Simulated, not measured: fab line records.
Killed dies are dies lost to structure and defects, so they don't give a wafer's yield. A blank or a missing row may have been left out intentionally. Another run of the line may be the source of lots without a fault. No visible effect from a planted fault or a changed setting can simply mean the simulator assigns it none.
Struck lot and sound lot, side by side ; flow n5 finfet ; 39 steps out of a route of 1938
Sound: these wafers, L799.1, L799.5, L799.6. Struck: wafers L795.1, L795.2, L795.3. The cause is given at the end.
Each step with rows lists, per side, the tool, then ch with its chambers, then its first start. Under that, the readings that differ: sound wafers ; struck wafers ; difference of the means ; sigmas: that difference in standard deviations of wafers without a fault.
alike: readings whose means differ by less than 2 such deviations, and words and numbers that are the same on both sides. not compared: withheld readings, readings that some wafer has no value for, bounds like >300 that may hide the same value, and numbers for which the record gives no deviation and whose values overlap.
The two part at a step that has a row with sigmas, a row that says differs or no value, or rows on one side only. When numbers do not overlap yet have no deviation, they are printed without sigmas and do not part them. A reading missing from all wafers of one side parts the sides only when that side holds two or more wafers.

first, 9 steps without rows for these wafers: N5_BEOL_M4_ANNEAL_95 (time 240 s); N5_BEOL_M4_SPUTTER_96 (material Cu, target thk 4.5 nm, time 8.29 s); N5_BEOL_M4_ECD_50 (material Cu, target thk 300 nm); N5_BEOL_M4_ANNEAL_51 (time 90 s); N5_BEOL_M4_CMP_52 (polishes, stops on SiOC, t overpolish 6.8 s, target thk 40 nm); N5_BEOL_M4_PRE_CLEAN_60 (time 15 s); N5_BEOL_M4_CO_CAP_55 (material Co, precursor CCTBA/H2, target thk 2 nm, time 102.1 s); N5_BEOL_M4_PRE_CLEAN_56 (time 15 s); N5_BEOL_M4_DEP_57 (deposits SiCN from 3MS/NH3, target thk 8 nm, time 14 s).
N5_BEOL_M4_RC_MEAS_101:
  sound on prober-01 ch 0, day 10 20:20; struck on prober-01 ch 0, day 9 20:26
  alike: DIBL_N, DIBL_P, IOFF_N, IOFF_P, ION_N, ION_P, SS_N, SS_P, VT_N, VT_P
then, 24 steps without rows for these wafers: N5_BEOL_M5_ILD_DEP_00 (deposits SiCOH lowk from DEMS/porogen, target thk 140.64 nm, time 25.9 s); N5_BEOL_M5_CURE_79 (cures SiCOH lowk, time 240 s); N5_BEOL_M5_PECVD_70 (deposits SiO2 from TEOS/O2, target thk 16 nm, time 18 s); N5_BEOL_M5_HM_DEP_02 (deposits TiN, target thk 20 nm); N5_BEOL_M5_COAT_59 (time 60 s, resist thk 60 nm); N5_BEOL_M5_COAT_60 (time 60 s, resist thk 12 nm); N5_BEOL_M5_COAT_71 (time 60 s, resist thk 5 nm); N5_BEOL_M5_COAT_05 (resist thk 30 nm); N5_BEOL_M5_EBR_07; N5_BEOL_M5_SOFTBAKE_06 (time 60 s); N5_BEOL_M5_EXPOSE_08 (exposes mask M5, target cd 28 nm); N5_BEOL_M5_PEB_09 (peb time 60 s); N5_BEOL_M5_DEVELOP_10 (develop time 30 s); N5_BEOL_M5_DESCUM_16 (chemistry O2, time 7 s); N5_BEOL_M5_ETCH_72 (etches underlayer in N2/H2, target depth 6.5 nm, time 5.2 s); N5_BEOL_M5_ETCH_61 (etches SiARC in CF4, target depth 15.6 nm, time 26 s); N5_BEOL_M5_ETCH_62 (etches SOC in N2/H2, target depth 75 nm, overetch 15 nm, time 112.5 s); N5_BEOL_M5_STRIP_63 (strips in N2/H2); N5_BEOL_M5_STRIP_73 (strips in N2/H2); N5_BEOL_M5_STRIP_64 (strips in CF4); N5_BEOL_M5_HM_OPEN_17 (chemistry Cl2/BCl3, target TiN, target depth 20 nm, overetch 6 nm); N5_BEOL_M5_STRIP_19 (strips in O2); N5_BEOL_M5_COAT_65 (time 60 s, resist thk 60 nm); N5_BEOL_M5_COAT_66 (time 60 s, resist thk 12 nm).
-- record jumps: 3 days separate the struck wafers' starts on either side; left off in module BEOL_M5, taken up again in module BEOL_M11, whose first shown step is the route's number 1596 --
N5_BEOL_M11_CMP_52: polishes, stops on SiCOH lowk, t overpolish 7 s, target thk 140 nm.
  sound on cmp-04 ch 1,2, day 13 08:46; struck on cmp-04 ch 0,2,3, day 12 16:17
  no value came back on the struck wafers for any of 6 readings (barrier field endpoint s (s), clearing platen down force psi (psi) and others); on the sound wafers barrier field endpoint s (s) reads 28.5 29.1 30.0
reading;sound;struck;difference;sigmas
model.Cu_of_BEOL_M11_ECD_50.thk nm (nm);139.6 141.2 138.6;315.8 319.4 313.6;+176.5;
model.SiO2_of_BEOL_M11_PECVD_70.thk nm (nm);0 0 0;19.6 19.6 19.6;+19.6;
N5_BEOL_M11_THK_MEAS_53: measures by xrf.
  sound on film metro-02, day 13 09:02; struck on film metro-02, day 12 16:35
reading;sound;struck;difference;sigmas
M11_THK (nm);141.3 143.1 139.8;318.9 324.0 318.7;+179.1;+72
N5_BEOL_M11_RS_MEAS_57: uses a four-point probe to measure.
  sound on film metro-02, day 13 09:09; struck on film metro-01, day 12 16:43
reading;sound;struck;difference;sigmas
M11_RS (ohm/sq);0.1516 0.1494 0.1528;0.0607 0.0601 0.0610;-0.0907;-36
N5_BEOL_M11_INSPECT_58: inspects for defects (darkfield).
  sound on defect inspect-01, day 13 09:11; struck on defect inspect-01, day 12 16:44
reading;sound;struck;difference;sigmas
raw defect count;96 47 59;1099 1129 1122;+1049;+52
N5_PASSIVATION_PROBE_49:
  sound on prober-01, day 15 00:39; struck on prober-01, day 14 05:55
reading;sound;struck;difference;sigmas
defect limited yield (%);92.1 92.7 91.1;0 0 0;-92;-71
killed_at_M4_up;23 18 20;1078 1090 1085;+1064;+99 or more
killed dies;93 86 105;1180 1180 1180;+1085;+72
killed on rim;9 8 14;152 152 152;+142;+38
sort n pass;1087 1094 1075;0 0 0;-1085;-72
sort yield pct (%);92.1 92.7 91.1;0 0 0;-92;-71
  alike: killed_at_M0_to_M3, killed at contacts, killed at front end, killed at other, killed open, killed short, sort_bin_5_function, sort_bin_6_memory

## WHERE THEY PART
Last at N5_PASSIVATION_PROBE_49 as far as this record goes, first at N5_BEOL_M11_CMP_52.

WHY: whatever the simulator had introduced
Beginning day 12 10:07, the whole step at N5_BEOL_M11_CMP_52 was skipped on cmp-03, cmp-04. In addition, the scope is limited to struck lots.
